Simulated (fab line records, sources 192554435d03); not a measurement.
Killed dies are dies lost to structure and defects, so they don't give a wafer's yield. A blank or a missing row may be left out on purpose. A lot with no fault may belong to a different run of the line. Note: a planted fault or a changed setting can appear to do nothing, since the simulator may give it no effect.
Chamber matching    flow n5-finfet    N5_HKMG_FIN_ALD_71 on ald-metal-04 has 4 sister chambers
The step deposits TiN, target thk 1 nm, pulse time 1 s, purge time 3 s. 4 wafers are shown with their chamber, then 7 later ones without.

== WAFERS PAIRED WITH THEIR CHAMBERS ==
wafer   chamber  heater-power-w (W)
L541.3  2        878
L544.1  3        952
L546.1  1        941
L546.2  0        801

== WAFERS WITHOUT THEIR CHAMBER ==
wafer   heater-power-w (W)
L546.3  968
L557.1  880
L557.2  958
L557.5  869
L559.1  842
L559.3  952
L559.5  884

== THE CHAMBER EACH PASSED THROUGH ==
wafer   from the rows above      in truth
L546.3  can't be placed: 3 or 1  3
L557.1  2                        2
L557.2  can't be placed: 3 or 1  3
L557.5  2                        2
L559.1  can't be placed: 2 or 0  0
L559.3  can't be placed: 3 or 1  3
L559.5  2                        2
Correct placement for 3 of the 7. From these rows, 4 cannot be placed; in 4 the true chamber is one of the candidates. 0 placed wrongly.
How it was worked out, from the rows above alone: a wafer's distance from a chamber is the root of the sum, over the readings, of the square of ((its reading less the chamber's mean) divided by the reading's scatter). If the next closest chamber is less than 2 further off than the closest, the wafer can't be placed; otherwise it belongs to the closest. For every chamber, the mean is computed from those of its wafers that are shown. The scatter: root of mean squared gap, hidden wafer to nearest shown wafer, with one shown wafer a chamber.
